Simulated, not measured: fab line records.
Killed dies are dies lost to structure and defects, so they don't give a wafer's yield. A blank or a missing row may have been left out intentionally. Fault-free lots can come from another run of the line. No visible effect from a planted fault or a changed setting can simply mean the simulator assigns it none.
Matching of chambers    flow nandHarc    NHARC_P_GATE_ETCH_104 on rieDiel-04: 4 sister chambers
The step etches the open film in CF4/CHF3, target depth 60 nm. 4 wafers are shown with their chamber, then 11 later ones without.

## WAFERS, EACH WITH ITS CHAMBER
wafer   chamber  drypumpMotorCurrentA (A)
L088.5  3        6.5
L091.5  0        4.8
L091.6  1        5.7
L093.2  2        5.7

## WAFERS WITH NO CHAMBER GIVEN
wafer   drypumpMotorCurrentA (A)
L093.3  4.8
L093.6  5.7
L094.2  5.8
L094.4  5.7
L094.5  4.8
L095.3  5.8
L095.5  5.7
L095.6  5.7
L097.3  4.8
L097.4  5.7
L097.6  5.7

## CHAMBER TAKEN BY EACH
wafer   from the rows above      in truth
L093.3  0                        0
L093.6  can't be placed: 1 or 2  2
L094.2  can't be placed: 1 or 2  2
L094.4  can't be placed: 1 or 2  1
L094.5  0                        0
L095.3  can't be placed: 1 or 2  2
L095.5  can't be placed: 1 or 2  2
L095.6  can't be placed: 1 or 2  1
L097.3  0                        0
L097.4  can't be placed: 1 or 2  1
L097.6  can't be placed: 1 or 2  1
Correctly placed: 3 of 11. Cannot be placed on the basis of these rows: 8; the candidates contain the true chamber in 8. Number placed wrongly: 0.
How it was worked out, from the rows above alone: a wafer's distance from a chamber is the root of the sum, over the readings, of the square of ((its reading less the chamber's mean) divided by the reading's scatter). If the next closest chamber is less than 2 further off than the closest, the wafer can't be placed; otherwise it belongs to the closest. Each chamber's mean is taken over the wafers shown for it. The scatter: root of mean squared gap, hidden wafer to nearest shown wafer, with one shown wafer a chamber.
